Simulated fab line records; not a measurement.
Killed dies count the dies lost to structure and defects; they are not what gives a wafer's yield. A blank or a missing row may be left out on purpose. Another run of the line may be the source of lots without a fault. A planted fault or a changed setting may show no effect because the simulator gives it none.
fab line records	flow nand_harc
record lots=24	wafers=72	last_day=33
route steps=1302 shown P_GATE@215 P_CONTACT@236 P_M0@277 P_M1@301 P_M2@332
lots that met no fault: from a run of the same line without faults
start_h: start of the lot's first displayed wafer, in hours after the record's first day	wait_h: hours elapsed since this lot's preceding step	" repeats the value in the row above	L1.1+2: one row covering several wafers at once	- no value, or no start given	* or withheld: withheld	< > ~ a bound
route shown NAME@n: a module of which the file shows steps, and the number in the route of the first	usual: the fault-free wafers' mean and standard deviation	same: alike in all rows	chamber/n: place in a boat	sites: readings site by site	_std_site: how widely they spread, as a standard deviation	_edge_site: mean of outer sites minus mean of inner sites	radius_mm: for every site, how far away it sits from the centre of the wafer	mask NAME#n: copy n	behind: the most recent tool/chamber to have shaped the wafer	hold: the reason the lot was held/the length of the hold in hours/how it ended	device: names the non-switching transistor (n, p or np)	end of line: the tests these same wafers got at the end of their route	where a step has no rows: the recipe by itself	killed: count of dies lost to structure and defects at first sort (not the wafer's yield)	map: per-die view of a wafer (x killed, . not killed, _ where there is no die)
set.NAME: setting as actually run; set.NAME@STEP: the setting as run at that earlier step	model.NAME: the simulator's own value behind a step, which no gauge read
one table for each step of the route and one row for each wafer, over a sample of lots
services: when a tool's chamber went out of use (start_h, in hours from the record's first day, below 0 if earlier), for how many hours, and the reason
## steps
# step NHARC_P_GATE_RTA_82
# recipe temp_c=450	time_s=30
# usual anneal_temp_c_max=451.8/0.35	lamp_power_pct=3.67/0.15	wafer_temp_C_max=452.5/1
lot.wafer	tool	chamber	start_h	wait_h	anneal_temp_c_max	lamp_power_pct	wafer_temp_C_max
L074.2	rtp_anneal-01	0	117.70	-	451.7	3.52	453.3
L074.3	"	0	"	"	451.8	3.51	454.5
L074.5	"	0	"	"	451.1	3.51	453.8
L075.1	rtp_anneal-01	0	125.88	-	451.7	3.52	453.4
L075.4	"	0	"	"	452.1	3.51	452.7
L075.6	"	0	"	"	451.3	3.51	452.8
L076.2	rtp_anneal-02	0	138.01	-	452.1	3.82	451.4
L076.4	"	0	"	"	452.2	3.82	451.3
L076.5	"	0	"	"	451.7	3.82	451.7
L077.1	rtp_anneal-01	0	141.97	-	451.5	3.51	453.0
L077.2	"	0	"	"	451.3	3.51	453.3
L077.5	"	0	"	"	451.6	3.51	453.1
L078.2	rtp_anneal-01	0	157.94	-	451.7	3.51	453.5
L078.5	"	0	"	"	451.5	3.51	454.1
L078.6	"	0	"	"	451.6	3.51	453.1
L079.3	rtp_anneal-01	0	172.50	-	451.6	3.51	452.2
L079.4	"	0	"	"	451.5	3.51	453.1
L079.5	"	0	"	"	451.3	3.52	452.1
L080.2	rtp_anneal-01	0	182.05	-	451.4	3.51	453.4
L080.3	"	0	"	"	451.8	3.51	453.4
L080.5	"	0	"	"	451.3	3.51	453.2
L081.2	rtp_anneal-02	0	193.49	-	452.0	3.82	451.4
L081.4	"	0	"	"	451.6	3.82	452.2
L081.5	"	0	"	"	451.5	3.82	451.9
L082.2	rtp_anneal-02	0	199.97	-	451.9	3.82	451.6
L082.5	"	0	"	"	452.0	3.82	451.2
L082.6	"	0	"	"	451.5	3.82	451.4
L083.1	rtp_anneal-02	0	210.44	-	452.2	3.82	451.3
L083.4	"	0	"	"	452.0	3.82	451.5
L083.6	"	0	"	"	452.1	3.82	452.1
L084.1	rtp_anneal-02	0	219.24	-	451.7	3.82	451.9
L084.3	"	0	"	"	452.0	3.82	451.7
L084.6	"	0	"	"	451.1	3.82	451.5
L085.3	rtp_anneal-02	0	220.18	-	451.8	3.82	451.4
L085.4	"	0	"	"	451.6	3.82	451.4
L085.5	"	0	"	"	451.7	3.82	451.1
L086.3	rtp_anneal-02	0	244.13	-	452.5	3.82	451.3
L086.4	"	0	"	"	452.3	3.82	451.6
L086.6	"	0	"	"	452.0	3.82	451.9
L087.1	rtp_anneal-01	0	247.42	-	451.1	3.51	453.8
L087.2	"	0	"	"	451.6	3.51	453.6
L087.6	"	0	"	"	452.3	3.51	454.1
L088.1	rtp_anneal-01	0	259.30	-	451.9	3.51	453.9
L088.4	"	0	"	"	452.3	3.51	453.2
L088.5	"	0	"	"	451.9	3.51	453.1
L089.1	rtp_anneal-02	0	260.08	-	451.1	3.82	451.3
L089.2	"	0	"	"	452.3	3.82	451.7
L089.5	"	0	"	"	451.6	3.82	451.4
L090.1	rtp_anneal-01	0	277.72	-	451.9	3.51	453.4
L090.3	"	0	"	"	452.1	3.51	453.2
L090.4	"	0	"	"	451.2	3.52	455.1
L091.2	rtp_anneal-01	0	286.83	-	452.0	3.51	453.3
L091.5	"	0	"	"	451.5	3.51	453.1
L091.6	"	0	"	"	451.3	3.51	454.5
L092.1	rtp_anneal-02	0	301.84	-	451.6	3.82	452.1
L092.2	"	0	"	"	451.6	3.82	451.6
L092.3	"	0	"	"	451.8	3.82	452.1
L093.2	rtp_anneal-01	0	303.21	-	451.7	3.51	454.1
L093.3	"	0	"	"	452.4	3.51	454.7
L093.5	"	0	"	"	451.8	3.51	454.2
L094.1	rtp_anneal-01	0	317.01	-	452.0	3.52	452.9
L094.4	"	0	"	"	451.8	3.51	453.1
L094.5	"	0	"	"	451.4	3.51	453.8
L095.1	rtp_anneal-02	0	333.87	-	452.1	3.82	451.3
L095.4	"	0	"	"	451.8	3.82	452.1
L095.5	"	0	"	"	452.3	3.82	452.0
L096.1	rtp_anneal-02	0	334.38	-	452.1	3.82	451.5
L096.5	"	0	"	"	451.7	3.82	451.7
L096.6	"	0	"	"	451.8	3.82	451.9
L097.1	rtp_anneal-02	0	350.91	-	451.5	3.82	452.4
L097.3	"	0	"	"	451.4	3.83	451.3
L097.4	"	0	"	"	451.5	3.82	451.4
# step NHARC_P_CONTACT_ETCH_35
# recipe target_depth_a=390	over_etch_frac=0.3	time_s=65	ion_energy_ev=80	cf4_flow_sccm=150	ar_flow_sccm=0	rf_w=300	bias_w=100	chemistry=CF4
# usual drypump_motor_current_A=5.8/0.36	oes_product_au=0.997/0.0092	rf_vpp_V=150.9/1.1	showerhead_plenum_p_Torr=1.75/0.063	throttle_valve_pct=13.282/0.009
lot.wafer	tool	chamber	start_h	wait_h	drypump_motor_current_A	oes_product_au	rf_hours_counter_h	rf_vpp_V	showerhead_plenum_p_Torr	throttle_valve_pct
L074.3	rie_diel-10	3	119.75	0.1	5.7	0.991	2.5	151.4	1.67	13.265
L074.2	"	0	"	"	5.9	1.012	2.7	151.0	1.84	13.283
L074.5	"	3	"	"	5.6	0.986	-	149.7	1.67	13.276
L075.4	rie_diel-01	2	127.96	0.1	5.1	0.996	2.4	150.5	1.67	13.286
L075.1	"	0	"	"	5.9	1.000	2.4	149.4	1.68	13.281
L075.6	"	2	"	"	5.1	1.002	-	148.4	1.67	13.291
L076.2	rie_diel-02	2	140.08	0.1	5.8	0.992	1.8	150.9	1.82	13.290
L076.5	"	0	"	"	6.4	1.004	-	151.8	1.83	13.267
L076.4	"	3	"	"	5.3	0.998	-	151.1	1.77	13.286
L077.2	rie_diel-02	1	144.06	0.1	5.8	1.003	2.3	152.1	1.71	13.276
L077.1	"	2	"	"	5.8	1.002	2.2	151.7	1.82	13.292
L077.5	"	3	"	"	5.4	0.993	-	152.8	1.77	13.263
L078.2	rie_diel-01	3	159.88	0.1	5.9	1.004	1.9	149.9	1.79	13.279
L078.5	"	0	"	"	5.9	1.001	-	149.7	1.68	13.292
L078.6	"	1	"	"	6.1	1.015	-	150.5	1.71	13.278
L079.4	rie_diel-02	2	174.55	0.1	5.8	0.990	3.1	152.0	1.82	13.273
L079.3	"	3	"	"	5.3	0.992	3.4	151.2	1.77	13.303
L079.5	"	1	"	"	5.9	0.998	-	151.4	1.71	13.287
L080.2	rie_diel-02	0	183.99	0.1	6.3	1.007	3.6	150.8	1.83	13.270
L080.3	"	2	"	"	5.8	0.998	3.6	151.9	1.82	13.272
L080.5	"	0	"	"	6.3	0.992	-	152.1	1.83	13.279
L081.4	rie_diel-10	0	195.43	0.1	6.0	1.002	7.5	152.8	1.84	13.285
L081.2	"	2	"	"	5.9	0.995	6.5	150.0	1.68	13.290
L081.5	"	0	"	"	5.9	1.002	-	151.4	1.84	13.286
L082.2	rie_diel-10	3	202.01	0.1	5.7	0.994	7.4	148.5	1.66	13.275
L082.5	"	3	"	"	5.7	0.998	-	149.9	1.66	13.281
L082.6	"	0	"	"	5.9	1.004	-	152.2	1.84	13.291
L083.1	rie_diel-02	3	212.52	0.1	5.3	0.978	4.6	152.2	1.77	13.285
L083.4	"	0	"	"	6.4	0.992	4.2	152.5	1.83	13.301
L083.6	"	0	"	"	6.3	0.990	-	150.7	1.83	13.283
L084.1	rie_diel-01	0	221.20	0.1	5.9	1.004	0.2	149.9	1.68	13.276
L084.3	"	2	"	"	5.1	0.997	0.1	148.0	1.67	13.274
L084.6	"	3	"	"	5.9	1.007	-	149.0	1.78	13.282
L085.3	rie_diel-10	3	222.10	0.1	5.7	0.982	8.4	149.8	1.66	13.289
L085.4	"	1	"	"	6.2	0.985	9.1	151.3	1.74	13.291
L085.5	"	2	"	"	5.9	0.987	-	150.8	1.68	13.287
L086.4	rie_diel-01	2	246.39	0.1	5.1	1.008	1.1	150.9	1.67	13.294
L086.3	"	3	"	"	5.9	1.000	0.8	153.5	1.78	13.290
L086.6	"	1	"	"	6.1	1.005	-	151.2	1.71	13.277
L087.2	rie_diel-01	0	249.51	0.1	5.9	0.993	1.4	149.1	1.68	13.276
L087.1	"	1	"	"	6.0	0.991	1.4	149.2	1.71	13.267
L087.6	"	2	"	"	5.1	1.004	-	150.1	1.67	13.275
L088.4	rie_diel-02	2	261.43	0.1	5.8	0.983	0.4	150.6	1.82	13.277
L088.1	"	0	"	"	6.4	1.007	0.4	150.7	1.83	13.268
L088.5	"	2	"	"	5.8	0.980	-	152.4	1.82	13.280
L089.1	rie_diel-01	1	262.04	0.1	6.0	0.998	1.8	150.2	1.71	13.295
L089.2	"	2	"	"	5.1	1.003	1.8	149.1	1.67	13.283
L089.5	"	3	"	"	5.9	0.995	-	150.0	1.78	13.282
L090.1	rie_diel-02	2	280.05	0.1	5.7	0.987	1.0	151.2	1.82	13.277
L090.4	"	3	"	"	5.4	0.999	0.9	151.8	1.77	13.292
L090.3	"	1	"	"	5.8	0.985	1.2	150.5	1.71	13.274
L091.2	rie_diel-10	2	288.76	0.1	5.9	1.020	1.8	149.8	1.68	13.276
L091.5	"	0	"	"	5.9	1.023	-	151.8	1.84	13.268
L091.6	"	1	"	"	6.2	1.000	-	149.1	1.74	13.281
L092.3	rie_diel-02	3	303.80	0.1	5.3	0.997	1.8	150.5	1.77	13.292
L092.2	"	0	"	"	6.3	1.000	1.9	151.3	1.83	13.278
L092.1	"	2	"	"	5.7	0.981	1.9	152.3	1.82	13.278
L093.2	rie_diel-02	1	305.27	0.1	5.8	0.988	2.3	151.6	1.71	13.287
L093.3	"	2	"	"	5.8	0.988	2.3	150.9	1.82	13.297
L093.5	"	1	"	"	5.8	0.983	-	150.7	1.71	13.283
L094.4	rie_diel-01	0	318.97	0.1	5.9	1.006	3.2	149.2	1.68	13.280
L094.1	"	1	"	"	6.1	1.005	2.8	150.8	1.71	13.268
L094.5	"	2	"	"	5.1	1.001	-	150.5	1.67	13.288
L095.1	rie_diel-01	2	335.85	0.1	5.1	1.003	3.6	150.4	1.67	13.276
L095.4	"	1	"	"	6.1	1.012	-	150.8	1.71	13.288
L095.5	"	2	"	"	5.0	1.002	-	150.2	1.67	13.281
L096.1	rie_diel-02	0	336.47	0.1	6.4	0.989	3.2	152.5	1.83	13.286
L096.5	"	2	"	"	5.8	0.983	-	152.6	1.82	13.287
L096.6	"	3	"	"	5.3	0.994	-	151.6	1.77	13.279
L097.1	rie_diel-10	1	352.86	0.1	6.2	0.988	5.4	150.7	1.74	13.274
L097.3	"	3	"	"	5.7	1.005	5.0	149.3	1.66	13.287
L097.4	"	0	"	"	5.9	1.004	5.9	151.3	1.84	13.300
# step NHARC_P_CONTACT_CMP_24
# recipe t_overpolish_s=30	target_thk_nm=200
# usual motor_current_A=11.6/1.2	overpolish_run_s=29.998/0.0094	time_to_endpoint_s=40.6/2.4
lot.wafer	tool	chamber	start_h	wait_h	motor_current_A	overpolish_run_s	time_to_endpoint_s
L074.2	cmp-04	2	122.34	0.5	9.8	29.988	43.0
L074.3	"	1	"	"	11.7	30.006	45.3
L074.5	"	3	"	"	9.4	30.001	42.3
L075.1	cmp-01	2	130.54	0.6	11.6	29.990	36.6
L075.4	"	1	"	"	13.9	30.008	38.8
L075.6	"	3	"	"	11.8	29.993	37.3
L076.4	cmp-03	1	142.86	0.3	12.2	30.023	42.6
L076.2	"	2	"	"	12.7	29.982	39.8
L076.5	"	0	"	"	13.0	29.985	39.3
L077.2	cmp-04	3	146.65	0.6	10.0	30.009	43.0
L077.1	"	1	"	"	11.4	30.006	44.0
L077.5	"	3	"	"	10.1	30.008	41.0
L078.2	cmp-04	0	163.06	0.9	12.3	29.993	44.0
L078.6	"	2	"	"	10.1	30.009	39.6
L078.5	"	3	"	"	10.1	30.005	44.0
L079.3	cmp-03	1	177.13	0.3	12.2	30.006	39.2
L079.4	"	2	"	"	12.8	29.997	38.8
L079.5	"	2	"	"	12.8	30.007	38.7
L080.2	cmp-03	1	186.60	0.5	12.4	29.993	40.5
L080.3	"	0	"	"	13.3	29.997	41.1
L080.5	"	2	"	"	12.6	29.992	38.1
L081.4	cmp-04	3	198.00	0.3	9.8	29.985	38.8
L081.2	"	0	"	"	12.3	30.003	39.9
L081.5	"	0	"	"	12.1	29.975	39.4
L082.2	cmp-01	3	204.66	0.6	11.6	30.016	39.3
L082.5	"	2	"	"	12.4	29.992	35.7
L082.6	"	3	"	"	11.3	29.994	38.1
L083.4	cmp-04	2	215.16	0.3	9.6	30.006	40.9
L083.1	"	3	"	"	9.5	30.005	39.7
L083.6	"	0	"	"	12.3	29.985	42.7
L084.3	cmp-01	3	223.78	0.4	12.1	29.999	41.7
L084.1	"	0	"	"	10.6	30.008	42.3
L084.6	"	3	"	"	11.2	30.011	39.6
L085.4	cmp-04	1	224.69	0.4	10.8	30.011	40.1
L085.3	"	0	"	"	12.7	29.992	41.4
L085.5	"	2	"	"	10.2	30.012	39.1
L086.4	cmp-01	2	249.00	0.3	12.2	29.988	34.0
L086.3	"	3	"	"	11.5	29.982	35.7
L086.6	"	2	"	"	12.2	29.998	37.0
L087.2	cmp-04	1	252.09	0.6	11.1	29.989	38.9
L087.1	"	2	"	"	9.8	29.995	37.3
L087.6	"	2	"	"	10.2	29.994	38.1
L088.1	cmp-04	1	264.03	0.6	11.4	30.008	38.5
L088.4	"	3	"	"	9.8	30.004	38.5
L088.5	"	2	"	"	10.0	29.995	40.4
L089.2	cmp-03	2	264.65	0.5	13.0	29.990	42.4
L089.1	"	3	"	"	11.1	29.997	45.9
L089.5	"	1	"	"	12.3	30.003	42.2
L090.1	cmp-04	0	282.64	0.5	12.4	29.983	44.4
L090.3	"	2	"	"	9.8	30.001	39.1
L090.4	"	3	"	"	10.3	29.995	39.9
L091.2	cmp-03	1	291.38	0.6	12.5	29.994	43.1
L091.5	"	1	"	"	12.6	29.995	43.4
L091.6	"	2	"	"	13.2	29.997	38.8
L092.1	cmp-04	1	306.40	0.6	11.6	29.993	43.1
L092.2	"	2	"	"	10.2	30.010	41.1
L092.3	"	3	"	"	9.8	30.005	43.3
L093.3	cmp-03	1	307.91	0.3	12.5	29.980	40.4
L093.2	"	3	"	"	11.8	29.999	44.0
L093.5	"	0	"	"	13.3	29.995	39.6
L094.1	cmp-04	0	321.58	0.5	12.8	30.011	44.8
L094.4	"	2	"	"	9.5	29.995	42.2
L094.5	"	1	"	"	11.3	30.001	42.4
L095.1	cmp-01	2	338.60	0.6	11.9	29.988	38.5
L095.4	"	3	"	"	11.2	30.001	38.1
L095.5	"	3	"	"	11.6	29.984	36.9
L096.1	cmp-04	0	339.11	0.5	12.1	30.001	43.1
L096.5	"	3	"	"	10.3	30.007	43.9
L096.6	"	0	"	"	12.9	30.006	42.9
L097.3	cmp-03	2	355.54	0.3	12.6	30.021	37.7
L097.4	"	3	"	"	11.5	29.988	42.0
L097.1	"	1	"	"	12.9	29.995	40.9
# step NHARC_P_M0_ANNEAL_30
# recipe temp_c=225	time_s=90
# usual anneal_temp_c_max=225.91/0.23	wafer_temp_C_max=226.1/0.46
lot.wafer	tool	chamber	start_h	wait_h	anneal_temp_c_max	wafer_temp_C_max
L074.2	rtp_anneal-01	0	125.54	0.3	226.08	226.7
L074.3	"	0	"	"	225.87	226.6
L074.5	"	0	"	"	225.96	227.0
L075.1	rtp_anneal-02	0	133.79	-	226.10	225.7
L075.4	"	0	"	"	226.52	225.7
L075.6	"	0	"	"	226.27	225.3
L076.2	rtp_anneal-01	0	148.76	0.4	226.34	225.9
L076.4	"	0	"	"	225.84	226.8
L076.5	"	0	"	"	225.76	226.3
L077.1	rtp_anneal-02	0	149.80	-	225.78	225.8
L077.2	"	0	"	"	225.76	225.7
L077.5	"	0	"	"	225.70	225.6
L078.2	rtp_anneal-02	0	166.44	-	225.57	226.1
L078.5	"	0	"	"	225.60	225.7
L078.6	"	0	"	"	226.25	226.2
L079.3	rtp_anneal-02	0	180.27	-	225.85	226.1
L079.4	"	0	"	"	226.09	226.2
L079.5	"	0	"	"	226.22	225.9
L080.2	rtp_anneal-01	0	189.80	0.3	226.02	226.3
L080.3	"	0	"	"	225.91	226.4
L080.5	"	0	"	"	225.96	226.3
L081.2	rtp_anneal-01	0	201.08	0.4	225.82	226.6
L081.4	"	0	"	"	225.74	226.3
L081.5	"	0	"	"	225.86	226.1
L082.2	rtp_anneal-01	0	207.74	0.4	226.29	226.0
L082.5	"	0	"	"	226.11	226.7
L082.6	"	0	"	"	225.88	227.5
L083.1	rtp_anneal-02	0	218.12	0.3	226.32	225.9
L083.4	"	0	"	"	225.82	226.1
L083.6	"	0	"	"	225.62	226.1
L084.1	rtp_anneal-02	0	226.91	-	226.06	226.1
L084.3	"	0	"	"	226.13	225.8
L084.6	"	0	"	"	226.29	225.9
L085.3	rtp_anneal-02	0	227.84	-	226.19	225.8
L085.4	"	0	"	"	225.89	225.9
L085.5	"	0	"	"	226.36	225.8
L086.3	rtp_anneal-01	0	252.08	-	226.00	227.3
L086.4	"	0	"	"	225.73	227.2
L086.6	"	0	"	"	225.66	226.0
L087.1	rtp_anneal-02	0	255.22	-	226.07	226.1
L087.2	"	0	"	"	225.89	225.9
L087.6	"	0	"	"	226.34	226.0
L088.1	rtp_anneal-02	0	267.17	-	225.46	225.9
L088.4	"	0	"	"	225.82	225.8
L088.5	"	0	"	"	225.79	225.9
L089.1	rtp_anneal-02	0	267.83	-	225.87	225.9
L089.2	"	0	"	"	225.71	226.0
L089.5	"	0	"	"	226.11	226.0
L090.1	rtp_anneal-01	0	285.84	-	225.94	226.0
L090.3	"	0	"	"	226.05	226.4
L090.4	"	0	"	"	225.57	227.3
L091.2	rtp_anneal-02	0	294.50	0.3	225.82	226.3
L091.5	"	0	"	"	225.79	226.0
L091.6	"	0	"	"	225.68	225.9
L092.1	rtp_anneal-02	0	309.68	0.3	225.83	225.8
L092.2	"	0	"	"	225.84	225.6
L092.3	"	0	"	"	225.86	225.7
L093.2	rtp_anneal-02	0	311.07	0.3	225.88	225.9
L093.3	"	0	"	"	226.17	226.0
L093.5	"	0	"	"	225.83	225.6
L094.1	rtp_anneal-01	0	324.78	0.3	226.14	226.6
L094.4	"	0	"	"	225.73	226.4
L094.5	"	0	"	"	225.74	227.6
L095.1	rtp_anneal-02	0	341.75	0.3	225.82	225.9
L095.4	"	0	"	"	225.88	225.7
L095.5	"	0	"	"	226.01	226.1
L096.1	rtp_anneal-02	0	344.40	-	225.95	225.8
L096.5	"	0	"	"	226.49	225.7
L096.6	"	0	"	"	226.43	225.7
L097.1	rtp_anneal-02	0	359.29	0.3	225.56	226.3
L097.3	"	0	"	"	225.92	225.8
L097.4	"	0	"	"	226.23	225.5
# step NHARC_P_M1_CD_MEAS_16
# usual cd_nm=130.1/1
lot.wafer	tool	chamber	start_h	wait_h	cd_nm
L074.2	cd_sem-02	-	128.23	-	130.1
L074.3	"	-	"	"	131.3
L074.5	"	-	"	"	132.0
L075.1	cd_sem-02	-	136.47	-	130.2
L075.4	"	-	"	"	129.5
L075.6	"	-	"	"	130.3
L076.2	cd_sem-01	-	151.55	-	129.7
L076.4	"	-	"	"	130.6
L076.5	"	-	"	"	131.7
L077.1	cd_sem-01	-	152.60	-	128.9
L077.2	"	-	"	"	129.0
L077.5	"	-	"	"	129.5
L078.2	cd_sem-01	-	169.06	-	131.8
L078.5	"	-	"	"	131.4
L078.6	"	-	"	"	131.8
L079.3	cd_sem-02	-	182.88	-	129.7
L079.4	"	-	"	"	129.6
L079.5	"	-	"	"	129.4
L080.2	cd_sem-01	-	192.45	-	129.8
L080.3	"	-	"	"	129.0
L080.5	"	-	"	"	129.1
L081.2	cd_sem-01	-	203.60	-	131.9
L081.4	"	-	"	"	131.4
L081.5	"	-	"	"	131.7
L082.2	cd_sem-01	-	210.26	-	129.7
L082.5	"	-	"	"	129.0
L082.6	"	-	"	"	128.7
L083.1	cd_sem-03	-	220.84	-	130.8
L083.4	"	-	"	"	131.1
L083.6	"	-	"	"	130.9
L084.1	cd_sem-01	-	229.59	-	129.2
L084.3	"	-	"	"	128.9
L084.6	"	-	"	"	129.7
L085.3	cd_sem-03	-	230.43	-	130.6
L085.4	"	-	"	"	129.9
L085.5	"	-	"	"	129.9
L086.3	cd_sem-03	-	254.67	-	131.2
L086.4	"	-	"	"	131.8
L086.6	"	-	"	"	131.0
L087.1	cd_sem-02	-	257.92	-	130.4
L087.2	"	-	"	"	131.4
L087.6	"	-	"	"	129.9
L088.1	cd_sem-03	-	269.88	-	129.8
L088.4	"	-	"	"	129.9
L088.5	"	-	"	"	128.7
L089.1	cd_sem-02	-	270.57	-	128.6
L089.2	"	-	"	"	128.3
L089.5	"	-	"	"	128.9
L090.1	cd_sem-01	-	288.41	-	128.8
L090.3	"	-	"	"	131.1
L090.4	"	-	"	"	130.4
L091.2	cd_sem-02	-	297.03	-	130.0
L091.5	"	-	"	"	130.3
L091.6	"	-	"	"	131.1
L092.1	cd_sem-03	-	312.46	-	129.3
L092.2	"	-	"	"	130.9
L092.3	"	-	"	"	128.1
L093.2	cd_sem-03	-	313.60	-	129.6
L093.3	"	-	"	"	131.2
L093.5	"	-	"	"	131.9
L094.1	cd_sem-01	-	327.46	-	130.3
L094.4	"	-	"	"	129.2
L094.5	"	-	"	"	128.9
L095.1	cd_sem-03	-	344.34	-	129.4
L095.4	"	-	"	"	131.6
L095.5	"	-	"	"	129.5
L096.1	cd_sem-01	-	347.09	-	129.3
L096.5	"	-	"	"	129.6
L096.6	"	-	"	"	129.8
L097.1	cd_sem-01	-	362.02	-	130.9
L097.3	"	-	"	"	130.0
L097.4	"	-	"	"	129.8
# step NHARC_P_M2_ETCH_35
# recipe target_depth_a=400	overetch_a=120	time_s=43.94	ion_energy_ev=200	n2_flow_sccm=150	h2_flow_sccm=150	ar_flow_sccm=0	rf_w=400	bias_w=150	chemistry=N2/H2
# usual drypump_motor_current_A=5.7/0.45	oes_product_au=1.002/0.011	rf_vpp_V=431.2/2.6	showerhead_plenum_p_Torr=2.06/0.093	throttle_valve_pct=14.171/0.0095
lot.wafer	tool	chamber	start_h	wait_h	drypump_motor_current_A	oes_product_au	rf_hours_counter_h	rf_vpp_V	showerhead_plenum_p_Torr	throttle_valve_pct
L074.3	rie_diel-09	2	132.16	0.1	5.4	0.994	6.6	435.1	2.14	14.174
L074.2	"	1	"	"	5.4	0.996	6.5	430.2	2.06	14.161
L074.5	"	3	"	"	6.2	0.991	-	432.0	2.09	14.181
L075.1	rie_diel-08	0	140.32	0.1	5.1	1.014	4.1	428.0	1.92	14.179
L075.4	"	1	"	"	5.9	0.995	4.4	435.4	2.21	14.162
L075.6	"	2	"	"	6.0	1.015	-	434.3	2.12	14.175
L076.4	rie_diel-09	3	155.48	0.1	6.1	1.004	0.0	432.4	2.09	14.167
L076.2	"	0	"	"	5.6	1.014	0.1	433.8	2.15	14.177
L076.5	"	0	"	"	5.6	1.022	-	433.7	2.15	14.174
L077.2	rie_diel-08	0	156.60	0.1	5.1	1.011	4.8	425.1	1.92	14.157
L077.1	"	1	"	"	6.0	1.008	5.2	434.8	2.21	14.173
L077.5	"	0	"	"	5.0	1.021	-	427.6	1.92	14.174
L078.2	rie_diel-08	2	172.89	0.1	6.0	1.014	6.4	433.5	2.11	14.167
L078.5	"	3	"	"	6.7	0.997	-	427.1	1.91	14.166
L078.6	"	0	"	"	5.1	1.025	-	426.7	1.92	14.174
L079.3	rie_diel-09	0	186.69	0.1	5.6	1.014	0.6	433.5	2.15	14.169
L079.4	"	3	"	"	6.1	0.998	0.5	431.7	2.09	14.165
L079.5	"	1	"	"	5.4	0.999	-	431.7	2.06	14.162
L080.2	rie_diel-03	1	200.41	0.1	5.4	1.004	3.9	427.7	1.95	14.173
L080.3	"	0	"	"	6.0	0.982	3.5	431.6	2.06	14.158
L080.5	"	2	"	"	5.8	0.996	-	433.7	2.17	14.174
L081.4	rie_diel-09	2	207.54	0.1	5.3	0.996	1.3	434.0	2.14	14.153
L081.2	"	3	"	"	6.1	1.005	1.4	431.4	2.09	14.183
L081.5	"	2	"	"	5.3	0.997	-	433.1	2.14	14.173
L082.2	rie_diel-08	2	214.08	0.1	6.0	1.019	1.4	434.0	2.11	14.169
L082.6	"	0	"	"	5.1	1.012	-	427.6	1.92	14.171
L082.5	"	1	"	"	6.0	0.994	-	432.9	2.21	14.182
L083.1	rie_diel-08	3	224.65	0.1	6.7	1.018	1.8	425.9	1.90	14.175
L083.6	"	3	"	"	6.7	1.018	-	427.9	1.90	14.168
L083.4	"	1	"	"	6.0	0.996	-	434.3	2.21	14.168
L084.3	rie_diel-03	3	233.52	0.1	5.1	0.997	5.8	431.9	2.04	14.160
L084.1	"	0	"	"	6.0	0.996	5.5	431.0	2.06	14.172
L084.6	"	2	"	"	5.8	0.996	-	433.9	2.17	14.164
L085.3	rie_diel-03	3	234.23	0.1	5.2	1.001	5.9	429.4	2.04	14.172
L085.4	"	2	"	"	5.8	0.994	5.8	435.1	2.17	14.159
L085.5	"	3	"	"	5.2	1.005	-	431.3	2.04	14.168
L086.4	rie_diel-03	2	258.62	0.1	5.8	0.988	7.3	432.9	2.17	14.167
L086.3	"	3	"	"	5.2	0.996	7.4	431.8	2.04	14.172
L086.6	"	0	"	"	6.0	0.986	-	431.1	2.06	14.162
L087.1	rie_diel-09	1	261.83	0.1	5.4	0.988	5.0	432.6	2.05	14.158
L087.2	"	2	"	"	5.3	0.998	4.9	432.7	2.14	14.171
L087.6	"	3	"	"	6.1	0.989	-	431.9	2.09	14.158
L088.1	rie_diel-03	0	273.78	0.1	6.0	1.005	7.7	429.7	2.06	14.188
L088.4	"	3	"	"	5.2	0.999	7.8	430.6	2.04	14.185
L088.5	"	0	"	"	6.0	0.996	-	430.7	2.06	14.157
L089.2	rie_diel-03	0	274.58	0.1	6.0	0.997	7.8	431.9	2.06	14.158
L089.1	"	2	"	"	5.8	1.000	7.7	433.4	2.17	14.156
L089.5	"	1	"	"	5.4	1.030	-	427.7	1.95	14.171
L090.1	rie_diel-09	3	292.34	0.1	6.1	0.993	5.8	433.0	2.09	14.158
L090.3	"	0	"	"	5.6	1.033	5.6	432.6	2.15	14.177
L090.4	"	1	"	"	5.4	0.999	5.9	430.8	2.05	14.166
L091.2	rie_diel-03	0	301.00	0.1	6.0	1.005	1.9	430.2	2.06	14.173
L091.5	"	2	"	"	5.8	0.990	-	433.6	2.16	14.155
L091.6	"	3	"	"	5.2	0.997	-	430.8	2.04	14.162
L092.2	rie_diel-08	0	316.42	0.1	5.1	1.003	5.6	426.2	1.92	14.167
L092.1	"	1	"	"	6.0	1.007	5.1	435.8	2.21	14.179
L092.3	"	2	"	"	6.0	1.007	5.3	432.6	2.11	14.182
L093.3	rie_diel-08	3	317.54	0.1	6.7	1.021	6.0	425.2	1.90	14.168
L093.2	"	0	"	"	5.1	1.004	5.7	425.3	1.92	14.181
L093.5	"	2	"	"	6.0	0.999	-	431.7	2.11	14.163
L094.1	rie_diel-09	2	331.27	0.1	5.3	0.997	0.0	434.1	2.14	14.165
L094.4	"	3	"	"	6.1	1.000	0.0	432.7	2.09	14.183
L094.5	"	2	"	"	5.3	0.990	-	431.9	2.14	14.156
L095.1	rie_diel-03	2	348.27	0.1	5.8	0.983	4.8	433.0	2.16	14.184
L095.4	"	0	"	"	6.0	1.003	5.0	430.7	2.06	14.172
L095.5	"	2	"	"	5.8	0.984	-	433.0	2.16	14.177
L096.1	rie_diel-09	2	351.04	0.1	5.3	0.985	1.1	434.0	2.14	14.175
L096.6	"	2	"	"	5.3	0.985	-	433.1	2.14	14.159
L096.5	"	3	"	"	6.1	0.988	-	432.3	2.09	14.176
L097.3	rie_diel-09	1	365.94	0.1	5.4	1.002	2.5	432.1	2.05	14.193
L097.1	"	2	"	"	5.3	0.983	1.9	432.9	2.14	14.193
L097.4	"	3	"	"	6.1	1.005	2.2	431.3	2.09	14.169
## services
tool	chamber	start_h	hours	kind
cmp-04	-	101.05	0.5	repair
rie_diel-03	-	104.32	9.0	pm
cmp-04	-	111.00	4.0	pm
cmp-04	-	125.04	0.5	repair
rie_diel-02	1	137.89	5.4	repair
rie_diel-09	-	143.43	9.0	pm
rie_diel-03	2	161.14	6.3	repair
rie_diel-03	0	166.98	2.3	repair
rie_diel-01	-	203.80	9.0	pm
cmp-04	-	209.00	4.0	pm
rie_diel-02	-	216.70	9.0	pm
rie_diel-01	3	227.63	3.0	repair
rie_diel-09	2	234.89	4.7	repair
rie_diel-03	2	237.21	3.6	repair
cmp-04	-	253.69	2.8	repair
rie_diel-03	-	281.32	9.0	pm
rie_diel-09	2	281.81	2.0	repair
cmp-04	-	303.00	1.7	repair
cmp-04	-	307.00	4.0	pm
rie_diel-02	2	317.76	6.8	repair
cmp-04	-	318.89	0.9	repair
rie_diel-02	1	320.40	1.3	repair
rie_diel-09	-	320.43	9.0	pm
rie_diel-02	1	364.64	3.1	repair
## key
fault none
